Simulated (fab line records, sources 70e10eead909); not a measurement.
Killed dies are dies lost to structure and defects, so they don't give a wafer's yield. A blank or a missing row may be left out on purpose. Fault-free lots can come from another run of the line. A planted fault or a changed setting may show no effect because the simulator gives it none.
Code-filled problem report in 8D (eight disciplines) form || flow nand-harc || the parts of the form that need people (team, actions taken, sign-off) are left out

== 1. THE ISSUE ==
Wafers without a fault read 302 nm, standard deviation 3.1; trench-depth-nm at NHARC_P_STI_OCD_MEAS_17 reads a mean of 235 nm on 5 wafers belonging to 3 lots. That is -22 standard deviations from the usual mean.
The first sign was on wafer L413.4 at day 4 00:04, on ocd-01. Wafers with a number at this step in the record: 32, from 11 lots. Rule for "out", or "out of limits": more than 4 standard deviations from the usual mean. Any other wafer with a number is counted as sound.

== 2. WHAT THIS IS AND IS NOT ==
{"question": "which readings at this step", "is": "trench-depth-nm", "is not": "-"}
{"question": "which lots", "is": "L413, L416, L417", "is not": "L407, L409, L412, L415, L421, L427, L428, L429"}
{"question": "which wafers of those lots", "is": "L413.4, L413.5, L416.5, L417.4, L417.5", "is not": "L413.3, L416.1, L417.2"}
{"question": "read on which gauges", "is": "ocd-01", "is not": "ocd-02"}
{"question": "when", "is": "from day 4 00:04", "is not": "up to then (10 sound wafers); but 17 sound wafers of L415, L416, L417, L421, L427, L428, L429 came after"}

== 3. SUSPECTS, AND WHAT RULES EACH OUT ==
Counting: any tool at a process step up to the reading remains a suspect provided it ran every lot that is out. Sound lots after the first of them don't rule it out here, since some wafers of a struck lot are sound.
- the gauge at NHARC_P_STI_OCD_MEAS_17 has been ruled out. All the wafers that are out were read on ocd-01, but those of them that NHARC_P_STI_ETCH_15 has rows for are out there too, on other tools.
- rie-si-04 at NHARC_P_STI_ETCH_15 (etches the open film in HBr/Cl2, target depth 300 nm, time 100.1 s): kept. Every lot that is out went through it, the first being L413 (day 3 23:50); the last sound lot it ran before that was L409 (day 3 03:16). Its own oes-product-au readings are out on those wafers.
Remaining after the count: rie-si-04 at NHARC_P_STI_ETCH_15.

== 4. THE CAUSE (what the simulator had put in) ==
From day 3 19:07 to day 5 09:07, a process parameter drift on rie-si-04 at NHARC_P_STI_ETCH_15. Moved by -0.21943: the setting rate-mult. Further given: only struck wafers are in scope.
Only this tool survived the counting.

== 5. SEQUENCE OF EFFECTS, ordered by route ==
One row per reading whose mean, taken over the struck wafers that have a number, lies over 3 standard deviations from the usual. Readings are gone through only where the record gives a usual standard deviation; hours: the median, over the lots, of the time from a lot's start at the first step in this table giving one to that lot's start at this step; sigmas: the change measured in usual standard deviations.
{"hours": 0, "step": "NHARC_P_STI_ETCH_15", "reading": "oes-product-au", "usual": "1.003 a.u.", "on struck wafers": 0.866, "change": -0.137, "sigmas": -18}
{"hours": 0, "step": "NHARC_P_STI_OCD_MEAS_17", "reading": "trench-depth-nm", "usual": "302 nm", "on struck wafers": 235, "change": -67, "sigmas": -22}
{"hours": 0, "step": "NHARC_P_STI_OCD_MEAS_17", "reading": "trench-foot-cd-nm", "usual": "157.3 nm", "on struck wafers": 166.0, "change": "+8.7", "sigmas": "+4.8"}
Process steps it contains:
- NHARC_P_STI_ETCH_15: etches the open film in HBr/Cl2, target depth 300 nm, time 100.1 s.

== 6. HOW IT WOULD HAVE BEEN CAUGHT EARLIER ==
5 hours passed between the start of the fault at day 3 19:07 and the first reading out of limits at a measuring or inspecting step in this record, taken at day 4 00:04.
Tool's own readings at NHARC_P_STI_ETCH_15, oes-product-au: out on all struck wafers the step has rows for; an alarm limit on them would have tripped on the first.
Of the lots that are out (3), L416, L417 began NHARC_P_STI_ETCH_15 on rie-si-04 after day 4 00:04. A hold on the tool at that time would have spared those 2.
